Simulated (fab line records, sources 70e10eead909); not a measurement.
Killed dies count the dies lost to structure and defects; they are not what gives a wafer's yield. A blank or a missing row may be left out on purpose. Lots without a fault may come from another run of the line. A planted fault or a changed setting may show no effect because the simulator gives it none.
Struck lot and sound lot, side by side    flow nand_harc    15 steps out of a route of 1302
Sound: these wafers, L820.2, L820.4, L820.5. The struck wafers were L819.2, L819.3, L819.4. The cause is named last.
Each step with rows lists, per side, the tool, then ch with its chambers, then its first start. Under that, the readings that differ: sound wafers    struck wafers    difference of the means    sigmas: that difference in standard deviations of wafers without a fault.
alike: a reading whose means differ by less than 2 such deviations, as well as words and numbers matching on both sides. not compared: withheld readings; readings where some wafer has no value; bounds like >300 that might hide an equal value; numbers whose values overlap and for which the record gives no deviation.
Wherever a step has rows on one side only, a row that says differs or no value, or a row with sigmas, the two part there. When numbers do not overlap yet have no deviation, they are printed without sigmas and do not part them. Lack of a reading on every wafer of one side parts them only where that side has two or more wafers.

NHARC_A_CONTACT_CD_MEAS_08: the cd target is 200 nm.
  sound on cd_sem-03 ch 0, day 30 05:19; struck on cd_sem-01 ch 0, day 29 15:08
  alike: cd_nm
NHARC_A_CONTACT_OVL_MEAS_09:
  struck on overlay-02, day 29 15:13; sound on overlay-01, day 30 05:25
  alike: overlay_x_nm, overlay_y_nm
NHARC_A_CONTACT_INSPECT_10:
  struck on defect_inspect-01, day 29 15:15; sound on defect_inspect-01, day 30 05:27
  alike: raw_defect_count
NHARC_A_CONTACT_DESCUM_13: chemistry O2, time 3 s.
  sound on rie_diel-10 ch 1,2,3, day 30 07:11; struck on rie_diel-11 ch 1,2,3, day 29 15:19
  alike: drypump_motor_current_A, o2_flow_sccm, oes_product_au, rf_vpp_V, showerhead_plenum_p_Torr, throttle_valve_pct
  not compared: rf_hours_counter_h
NHARC_A_CONTACT_ETCH_88: etches the open film in CF4, target depth 39 nm, time 65 s.
  sound on rie_diel-10 ch 1,2,3, day 30 07:20; struck on rie_diel-11 ch 0,2,3, day 29 15:24
  alike: bias_w, cf4_flow_sccm, drypump_motor_current_A, oes_product_au, rf_fwd_power_W, rf_vpp_V, showerhead_plenum_p_Torr, throttle_valve_pct
  not compared: rf_hours_counter_h
then, 1 step without rows for these wafers: NHARC_A_CONTACT_ETCH_89 (etches the open film in N2/H2, target depth 260 nm, time 475.3 s).
NHARC_A_CONTACT_ETCH_30: etches the open film in CF4/CHF3, target depth 72.6 nm, time 36.3 s.
  sound on rie_diel-10 ch 0,3; struck on rie_diel-11 ch 1,2,3
  alike: bias_w, cf4_flow_sccm, drypump_motor_current_A, oes_product_au, rf_fwd_power_W, rf_vpp_V, showerhead_plenum_p_Torr, throttle_valve_pct
  not compared: rf_hours_counter_h
then, 1 step without rows for these wafers: NHARC_A_CONTACT_ETCH_31 (etches the open film in O2/COS, target depth 2800 nm, time 728 s).
NHARC_A_CONTACT_ETCH_134: etches the open film in C4F8/O2/Ar, time 140 s, target depth 700 nm.
  sound on har_cap_etch-02 ch 1, day 30 09:00; struck on har_cap_etch-03 ch 0,1, day 29 16:26
  alike: chamber_pressure_mTorr, oes_air_line_au
  not compared: rf_hours_counter_h
NHARC_A_CONTACT_ETCH_135: etches the open film in C4F8/O2/Ar, time 311 s, target depth 1912 nm.
  sound on har_cap_etch-02 ch 1, day 30 09:12; struck on har_cap_etch-03 ch 0,1, day 29 16:38
  alike: chamber_pressure_mTorr, oes_air_line_au
  not compared: rf_hours_counter_h
then, 2 steps without rows for these wafers: NHARC_A_CONTACT_ETCH_136 (etches the open film in C4F8/O2/Ar, time 311 s, target depth 1912 nm); NHARC_A_CONTACT_ETCH_137 (etches the open film in C4F8/O2/Ar, time 311 s, target depth 1912 nm).
NHARC_A_CONTACT_ETCH_138: etches the open film in C4F8/O2/Ar, time 311 s, target depth 1914 nm.
  sound on har_cap_etch-02 ch 1, day 30 10:01; struck on har_cap_etch-03 ch 0,1, day 29 17:26
  no value came back on the struck wafers for chamber_pressure_mTorr (mTorr), oes_air_line_au (a.u.); on the sound wafers chamber_pressure_mTorr (mTorr) reads 20.005 19.997 20.009
  not compared: rf_hours_counter_h
then, 1 step without rows for these wafers: NHARC_A_CONTACT_ETCH_139 (etches the open film in C4F8/O2/Ar, time 195 s, target depth 840 nm).
-- the record jumps here: 2 days lie between the struck wafers' starts before and after (it left off in module A_CONTACT and takes up again in module END, whose first step shown is number 1302 of the route) --
NHARC_END_SORT_01:
  the record has rows for the struck wafers here (prober-02 ch 0, day 31 18:46) and none for the sound ones

WHERE THEY PART
Last at NHARC_END_SORT_01 as far as this record goes, first at NHARC_A_CONTACT_ETCH_138.

WHY: whatever the simulator had introduced
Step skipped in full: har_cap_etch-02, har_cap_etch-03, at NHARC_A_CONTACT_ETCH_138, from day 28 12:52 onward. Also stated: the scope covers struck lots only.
